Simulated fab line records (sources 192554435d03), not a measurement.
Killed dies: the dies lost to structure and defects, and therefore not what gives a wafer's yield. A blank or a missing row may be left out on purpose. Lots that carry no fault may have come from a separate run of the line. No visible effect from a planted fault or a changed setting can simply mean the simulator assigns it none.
fab line records	flow n5_finfet
[record] lots = 10	wafers = 30	last_day = 18
route steps=1938 shown BEOL_M6@1195
lots that met no fault: from a run of the same line without faults
start_h: the number of hours between the record's first day and the start of the first shown wafer of the lot	wait_h: hours elapsed since this lot's preceding step	" the same as in the row above	L1.1+2: several wafers, shown together as one row	- either no value or no given start	* or withheld: withheld	< > ~ a bound
route shown NAME@n: names a module that has steps shown in the file, with the first one's number in the route	usual: mean and standard deviation over wafers with no fault	same: alike in all rows	chamber/n: place in a boat	sites: each site's reading	_std_site: their standard deviation	_edge_site: outer sites' mean less inner sites'	radius_mm: how far each site lies from the wafer's centre	mask NAME#n: copy n	behind: the last tool/chamber to shape the wafer	hold: what put the lot on hold/how long, in hours/how the hold closed	device: names the non-switching transistor (n, p or np)	end of line: the tests these same wafers got at the end of their route	a step with no rows: only its recipe	killed: not the wafer's yield, but the dies lost to structure and defects at the first sort	map: dies across one wafer; x = killed, . = not, _ = none there
set.NAME: the setting the step ran with; set.NAME@STEP: the setting that earlier step ran with	model.NAME: the simulator's own value behind a step, which no gauge read
a sample of lots followed through the steps of the route, with each step as a table and each wafer as a row
services: the hour from which a tool's chamber was out of use, counted from the record's first day as start_h (under 0 if before that day), plus the number of hours and why
[[steps]]
[step N5_BEOL_M6_CURE_74]
[recipe] temp_c = 385	time_s = 240	ambient = He/Ar	material = SiCOH_lowk
[usual] lamp_power_pct = 52.31/0.052	wafer_temp_C_max = 386.5/0.36
lot.wafer	tool	chamber	start_h	wait_h	lamp_power_pct	wafer_temp_C_max
L933.1	uv_cure-02	0	191.10	0.0	52.38	386.7
L933.2	"	0	"	"	52.33	385.9
L933.5	"	0	"	"	52.24	386.3
L934.2	uv_cure-01	2	200.15	0.1	52.26	386.0
L934.4	"	2	"	"	52.32	386.4
L934.5	"	2	"	"	52.36	386.3
L936.1	uv_cure-02	0	208.29	0.0	52.37	386.4
L936.4	"	0	"	"	52.28	387.2
L936.5	"	0	"	"	52.30	386.2
L939.1	uv_cure-01	2	229.76	0.0	52.32	386.4
L939.2	"	2	"	"	52.26	386.7
L939.3	"	2	"	"	52.29	385.9
L940.1	uv_cure-03	2	238.78	0.0	52.34	387.3
L940.3	"	2	"	"	52.33	386.7
L940.5	"	2	"	"	52.27	386.8
L943.2	uv_cure-01	2	254.51	0.1	52.32	386.5
L943.5	"	2	"	"	52.32	386.2
L943.6	"	2	"	"	52.31	386.9
L949.3	uv_cure-02	2	283.54	0.4	52.23	385.9
L949.4	"	2	"	"	52.34	387.1
L949.6	"	2	"	"	52.31	386.2
L953.1	uv_cure-02	0	297.89	0.0	52.25	386.4
L953.2	"	0	"	"	52.25	386.6
L953.3	"	0	"	"	52.34	387.1
L951.1	uv_cure-02	0	302.37	0.2	52.32	387.0
L951.4	"	0	"	"	52.20	386.9
L951.6	"	0	"	"	52.28	386.8
L955.1	uv_cure-01	1	320.14	0.0	52.30	386.3
L955.3	"	1	"	"	52.37	385.6
L955.6	"	1	"	"	52.39	386.6
[step N5_BEOL_M6_STRIP_19]
[recipe] chemistry = O2	power_w = 400	temp_c = 40	pressure_mtorr = 30	rf_frequency_hz = 6e+07	bias_power_w = 0	overash_fraction = 0.2	o2_flow_sccm = 225
[usual] chamber_pressure_mTorr = 30.00/0.032	drypump_motor_current_A = 5.8/0.44	oes_product_au = 0.78/0.079	rf_vpp_V = 3.7/0.56	showerhead_plenum_p_Torr = 2.12/0.081	throttle_valve_pct = 16.68/0.25
[same] bias_power_w = 0
lot.wafer	tool	chamber	start_h	wait_h	chamber_pressure_mTorr	drypump_motor_current_A	oes_product_au	rf_hours_counter_h	rf_vpp_V	showerhead_plenum_p_Torr	throttle_valve_pct
L933.1	rie_diel-06	2	193.68	0.1	30.02	5.4	0.74	179	3.8	2.17	17.04
L933.2	"	3	"	"	29.99	6.4	0.77	137	3.2	2.09	16.90
L933.5	"	3	"	"	29.96	6.4	0.77	-	4.4	2.09	16.89
L934.2	rie_diel-01	1	202.52	0.1	30.04	5.6	0.83	64	3.9	2.20	16.40
L934.4	"	0	"	"	30.00	5.7	0.72	-	3.5	1.99	16.88
L934.5	"	1	"	"	30.01	5.6	0.84	-	3.3	2.20	16.41
L936.1	rie_diel-01	0	212.13	0.1	30.00	5.7	0.73	193	3.4	1.99	16.90
L936.4	"	3	"	"	29.99	6.2	0.76	143	2.4	2.19	16.68
L936.5	"	1	"	"	29.97	5.6	0.84	-	3.2	2.20	16.42
L939.1	rie_diel-02	3	231.51	0.1	30.04	5.9	0.73	153	2.8	2.01	16.53
L939.2	"	1	"	"	30.04	6.5	0.69	240	3.4	2.15	16.83
L939.3	"	0	"	"	29.98	5.5	0.94	16	4.3	2.23	16.28
L940.1	rie_diel-02	1	241.32	0.1	30.01	6.5	0.69	243	3.7	2.15	16.84
L940.3	"	3	"	"	29.99	5.9	0.73	158	3.0	2.01	16.52
L940.5	"	1	"	"	30.03	6.5	0.69	-	4.3	2.15	16.83
L943.2	rie_diel-02	1	257.93	0.2	29.98	6.5	0.69	243	4.6	2.15	16.84
L943.5	"	0	"	"	30.01	5.5	0.93	-	5.0	2.23	16.31
L943.6	"	1	"	"	30.00	6.5	0.69	-	2.8	2.15	16.84
L949.3	rie_diel-02	0	287.47	0.2	30.00	5.5	0.89	32	4.5	2.22	16.31
L949.4	"	2	"	"	30.02	6.1	0.75	-	4.1	2.19	16.63
L949.6	"	0	"	"	29.96	5.5	0.90	-	3.4	2.22	16.32
L953.1	rie_diel-02	0	301.36	0.1	30.04	5.5	0.89	38	3.0	2.22	16.30
L953.2	"	1	"	"	30.05	6.5	0.97	2	3.4	2.15	16.39
L953.3	"	2	"	"	30.04	6.1	0.74	152	4.1	2.19	16.62
L951.1	rie_diel-06	0	304.90	0.1	30.05	5.7	0.84	71	4.6	2.04	16.53
L951.4	"	3	"	"	29.94	6.4	0.74	179	4.3	2.08	16.95
L951.6	"	2	"	"	30.04	5.4	0.71	-	3.6	2.16	17.15
L955.1	rie_diel-06	2	321.94	0.4	29.98	5.4	0.69	229	4.6	2.16	17.14
L955.3	"	3	"	"	30.06	6.4	0.72	185	3.8	2.08	16.98
L955.6	"	3	"	"	30.04	6.4	0.73	-	3.8	2.08	16.99
[step N5_BEOL_M6_COAT_71]
[recipe] resist = underlayer	temp_c = 205	time_s = 60	spin_rpm = 1500	resist_thk_nm = 5
[usual] spin_speed_rpm = 1500.0/1
lot.wafer	tool	chamber	start_h	wait_h	spin_speed_rpm
L933.1	litho_track-02	0	193.79	-	1499.6
L933.2	"	0	"	"	1499.7
L933.5	"	0	"	"	1500.1
L934.2	litho_track-04	0	204.92	-	1500.3
L934.4	"	0	"	"	1500.1
L934.5	"	0	"	"	1499.2
L936.1	litho_track-05	0	212.30	-	1500.5
L936.4	"	0	"	"	1500.5
L936.5	"	0	"	"	1499.5
L939.1	litho_track-02	0	231.89	-	1499.3
L939.2	"	0	"	"	1500.7
L939.3	"	0	"	"	1500.6
L940.1	litho_track-05	0	241.44	-	1499.0
L940.3	"	0	"	"	1500.3
L940.5	"	0	"	"	1499.1
L943.2	litho_track-05	0	258.11	-	1498.8
L943.5	"	0	"	"	1500.0
L943.6	"	0	"	"	1500.5
L949.3	litho_track-02	0	287.58	-	1756.7
L949.4	"	0	"	"	1757.2
L949.6	"	0	"	"	1756.9
L953.1	litho_track-04	0	302.67	-	1499.6
L953.2	"	0	"	"	1498.0
L953.3	"	0	"	"	1500.6
L951.1	litho_track-02	0	305.65	-	1758.3
L951.4	"	0	"	"	1757.4
L951.6	"	0	"	"	1757.2
L955.1	litho_track-04	0	324.86	-	1500.5
L955.3	"	0	"	"	1500.5
L955.6	"	0	"	"	1500.0
[step N5_BEOL_M6_OVL_MEAS_29]
[recipe] points_per_wafer = 522
[usual] V5_OVL = -0.2/0.7
lot.wafer	tool	chamber	start_h	wait_h	V5_OVL[nm]
L933.1	overlay-02	0	194.22	0.0	-0.8
L933.2	"	0	"	"	-0.5
L933.5	"	0	"	"	-1.1
L934.2	overlay-02	0	205.35	0.0	-0.2
L934.4	"	0	"	"	-1.2
L934.5	"	0	"	"	-0.2
L936.1	overlay-01	0	212.72	0.0	-0.2
L936.4	"	0	"	"	0.1
L936.5	"	0	"	"	-0.3
L939.1	overlay-02	0	232.31	0.0	-0.5
L939.2	"	0	"	"	0.3
L939.3	"	0	"	"	0.7
L940.1	overlay-01	0	241.74	0.0	0.5
L940.3	"	0	"	"	0.6
L940.5	"	0	"	"	-0.3
L943.2	overlay-02	0	258.58	0.0	1.2
L943.5	"	0	"	"	0.8
L943.6	"	0	"	"	0.6
L949.3	overlay-02	0	288.02	0.0	0.2
L949.4	"	0	"	"	-0.7
L949.6	"	0	"	"	-0.4
L953.1	overlay-02	0	303.09	0.0	-0.4
L953.2	"	0	"	"	-0.2
L953.3	"	0	"	"	-0.2
L951.1	overlay-02	0	306.08	0.0	-1.1
L951.4	"	0	"	"	-1.4
L951.6	"	0	"	"	-1.1
L955.1	overlay-02	0	325.16	0.0	-0.5
L955.3	"	0	"	"	-0.4
L955.6	"	0	"	"	-0.1
[step N5_BEOL_M6_ETCH_72]
[recipe] chemistry = N2/H2	target = underlayer	target_depth_a = 65	mask_material = CAR-EUV	time_s = 5.2	ion_energy_ev = 200	pressure_mtorr = 30	source_w = 840	bias_w = 150	n2_flow_sccm = 200	h2_flow_sccm = 200	ends = cleared
[usual] chamber_pressure_mTorr = 30.00/0.04	drypump_motor_current_A = 5.8/0.44	etch_rf_on_time_s = 5.15/0.087	n2_flow_sccm = 200.0/0.53	oes_product_au = 0.67/0.067	rf_vpp_V = 525/3.1	showerhead_plenum_p_Torr = 2.57/0.099	throttle_valve_pct = 17.86/0.27
lot.wafer	tool	chamber	start_h	wait_h	chamber_pressure_mTorr	drypump_motor_current_A	etch_rf_on_time_s	n2_flow_sccm	oes_product_au	rf_hours_counter_h	rf_vpp_V	showerhead_plenum_p_Torr	throttle_valve_pct
L933.1	rie_diel-06	2	194.37	0.0	30.03	5.4	5.16	199.0	0.62	179	525	2.63	18.26
L933.2	"	1	"	"	30.03	5.0	5.24	200.2	0.76	21	524	2.48	17.54
L933.5	"	2	"	"	29.99	5.5	5.14	199.2	0.64	-	525	2.63	18.21
L934.2	rie_diel-02	2	205.47	0.0	30.03	6.1	5.09	199.6	0.66	122	528	2.66	17.71
L934.4	"	0	"	"	29.97	5.5	5.08	200.0	0.83	8	528	2.71	17.53
L934.5	"	2	"	"	30.03	6.1	5.08	201.0	0.67	-	529	2.66	17.74
L936.1	rie_diel-06	0	213.02	0.0	30.00	5.7	5.14	199.4	0.75	33	522	2.49	17.65
L936.4	"	3	"	"	29.99	6.4	5.24	200.6	0.64	143	526	2.55	18.30
L936.5	"	0	"	"	29.94	5.7	5.17	199.5	0.76	-	522	2.49	17.68
L939.1	rie_diel-06	1	232.44	0.0	30.00	5.0	5.22	200.4	0.74	34	523	2.47	17.57
L939.2	"	2	"	"	30.00	5.5	5.12	199.9	0.62	192	524	2.63	18.28
L939.3	"	3	"	"	29.97	6.4	5.22	200.3	0.64	150	523	2.55	18.30
L940.1	rie_diel-06	3	242.39	0.0	30.02	6.4	5.18	200.6	0.63	153	524	2.55	18.30
L940.3	"	1	"	"	29.99	5.0	5.15	200.1	0.74	37	522	2.47	17.56
L940.5	"	2	"	"	30.07	5.5	5.11	199.7	0.61	-	525	2.63	18.23
L943.2	rie_diel-06	0	259.43	0.0	29.97	5.7	5.11	199.5	0.73	53	522	2.48	17.70
L943.5	"	2	"	"	30.01	5.4	5.13	199.4	0.62	-	525	2.62	18.32
L943.6	"	1	"	"	30.08	5.0	5.23	198.9	0.73	-	522	2.47	17.57
L949.3	rie_diel-02	0	288.77	0.0	30.02	5.5	4.70	199.5	0.75	33	526	2.70	17.57
L949.4	"	3	"	"	29.97	5.9	4.82	199.5	0.60	-	520	2.43	17.69
L949.6	"	2	"	"	30.06	6.1	4.73	200.1	0.64	-	528	2.65	17.77
L953.1	rie_diel-06	1	303.22	0.0	30.01	5.0	5.27	199.9	0.71	53	523	2.46	17.60
L953.2	"	2	"	"	30.01	5.5	5.23	200.5	0.59	223	528	2.62	18.30
L953.3	"	3	"	"	30.02	6.4	5.22	200.0	0.62	178	522	2.54	18.36
L951.1	rie_diel-02	2	306.20	0.0	30.01	6.1	4.64	200.9	0.65	154	528	2.65	17.78
L951.4	"	0	"	"	30.08	5.5	4.68	200.5	0.76	39	529	2.70	17.59
L951.6	"	1	"	"	30.01	6.5	4.61	200.1	0.82	-	526	2.61	17.65
L955.1	rie_diel-01	1	325.29	0.0	29.91	5.6	5.29	200.5	0.66	115	527	2.67	17.71
L955.3	"	2	"	"	29.95	5.1	5.06	199.8	0.78	19	524	2.60	17.82
L955.6	"	1	"	"	29.98	5.6	5.31	200.1	0.66	-	526	2.67	17.74
[[services]]
tool	chamber	start_h	hours	kind
uv_cure-03	-	167.27	0.3	repair
rie_diel-02	0	168.03	-	clean
rie_diel-02	0	168.03	-	consumable_replace:focus_ring
rie_diel-02	0	168.03	-	consumable_replace:showerhead
rie_diel-02	0	168.03	16.3	scheduled_down
rie_diel-02	0	168.03	16.3	vent_cycle
rie_diel-01	2	185.30	17.7	repair
uv_cure-03	-	194.90	7.5	pm
rie_diel-02	1	195.81	5.5	repair
rie_diel-02	3	198.03	6.0	repair
uv_cure-02	-	200.93	1.8	repair
rie_diel-01	2	231.57	-	clean
rie_diel-01	2	231.57	-	consumable_replace:focus_ring
rie_diel-01	2	231.57	32.8	scheduled_down
rie_diel-02	-	241.53	15.6	pm
rie_diel-06	1	266.28	23.2	repair
uv_cure-01	-	272.45	1.2	repair
rie_diel-02	1	277.02	-	clean
rie_diel-02	1	277.02	-	consumable_replace:focus_ring
rie_diel-02	1	277.02	15.9	scheduled_down
rie_diel-02	1	277.02	15.9	vent_cycle
uv_cure-01	-	301.21	7.1	pm
uv_cure-01	-	315.45	0.8	repair
uv_cure-02	-	320.65	1.0	pm
[[key]]
[first_sign] step = N5_BEOL_M6_COAT_71	reading = spin_speed_rpm	direction = up	sigmas = 99+	usual = *	struck = *
[effect] step = N5_BEOL_M6_ETCH_72	reading = etch_rf_on_time_s	direction = down	sigmas = 5.3	usual = *	struck = *
met_at N5_BEOL_M6_COAT_71
struck_lots L949,L951
not_acting_at N5_BEOL_M6_CURE_74,N5_BEOL_M6_STRIP_19,N5_BEOL_M6_OVL_MEAS_29
onset_between 231.89 287.58
[fault] kind = process_parameter_drift	tool = litho_track-02	chamber = -	onset_h = 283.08	steps = N5_BEOL_M6_COAT_71	channel = spin_rpm	offset = *	shape = step	end_h = 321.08	acts_in = *	stated = *
